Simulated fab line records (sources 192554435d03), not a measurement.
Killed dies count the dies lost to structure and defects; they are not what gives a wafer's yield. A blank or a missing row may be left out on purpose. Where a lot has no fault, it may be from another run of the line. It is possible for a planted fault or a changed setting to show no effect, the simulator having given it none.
Matching of chambers :: flow n5 finfet :: 4 sister chambers for N5_BEOL_M1_ETCH_74 on rie diel-05
The step etches underlayer in N2/H2, target depth 6.5 nm, time 5.2 s. 8 wafers are shown with their chamber, then 10 later ones without.

WAFERS WITH THEIR CHAMBER
wafer: L074.4
chamber: 1
showerhead plenum p Torr (Torr): 2.51
drypump motor current A (A): 5.68

wafer: L087.1
chamber: 1
showerhead plenum p Torr (Torr): 2.50
drypump motor current A (A): 5.68

wafer: L089.4
chamber: 0
showerhead plenum p Torr (Torr): 2.51
drypump motor current A (A): 5.82

wafer: L090.2
chamber: 3
showerhead plenum p Torr (Torr): 2.43
drypump motor current A (A): 6.01

wafer: L090.5
chamber: 2
showerhead plenum p Torr (Torr): 2.70
drypump motor current A (A): 5.83

wafer: L090.6
chamber: 0
showerhead plenum p Torr (Torr): 2.51
drypump motor current A (A): 5.82

wafer: L092.1
chamber: 2
showerhead plenum p Torr (Torr): 2.69
drypump motor current A (A): 5.82

wafer: L092.2
chamber: 3
showerhead plenum p Torr (Torr): 2.42
drypump motor current A (A): 6.01

WAFERS MISSING THEIR CHAMBER
wafer: L092.5
showerhead plenum p Torr (Torr): 2.69
drypump motor current A (A): 5.82

wafer: L095.1
showerhead plenum p Torr (Torr): 2.69
drypump motor current A (A): 5.81

wafer: L095.2
showerhead plenum p Torr (Torr): 2.50
drypump motor current A (A): 5.68

wafer: L095.3
showerhead plenum p Torr (Torr): 2.42
drypump motor current A (A): 6.00

wafer: L094.2
showerhead plenum p Torr (Torr): 2.42
drypump motor current A (A): 6.02

wafer: L094.3
showerhead plenum p Torr (Torr): 2.50
drypump motor current A (A): 5.69

wafer: L094.6
showerhead plenum p Torr (Torr): 2.42
drypump motor current A (A): 6.00

wafer: L097.2
showerhead plenum p Torr (Torr): 2.42
drypump motor current A (A): 6.03

wafer: L097.4
showerhead plenum p Torr (Torr): 2.42
drypump motor current A (A): 6.01

wafer: L097.5
showerhead plenum p Torr (Torr): 2.69
drypump motor current A (A): 5.84

WHICH CHAMBER EACH WENT THROUGH
wafer: L092.5
from the rows above: 2
in truth: 2

wafer: L095.1
from the rows above: 2
in truth: 2

wafer: L095.2
from the rows above: 1
in truth: 1

wafer: L095.3
from the rows above: 3
in truth: 3

wafer: L094.2
from the rows above: 3
in truth: 3

wafer: L094.3
from the rows above: 1
in truth: 1

wafer: L094.6
from the rows above: 3
in truth: 3

wafer: L097.2
from the rows above: 3
in truth: 3

wafer: L097.4
from the rows above: 3
in truth: 3

wafer: L097.5
from the rows above: 2
in truth: 2
Correctly placed: 10 of 10. Number that these rows cannot place: 0. Wrongly placed: 0.
How it was worked out, from the rows above alone: a wafer's distance from a chamber is the root of the sum, over the readings, of the square of ((its reading less the chamber's mean) divided by the reading's scatter). If the next closest chamber is less than 2 further off than the closest, the wafer can't be placed; otherwise it belongs to the closest. Each chamber's mean is taken over the wafers shown for it. How the scatter is found: for the shown wafers, subtract from each reading the mean of its chamber, square and add these, divide the total by (wafers less chambers), then take the root.
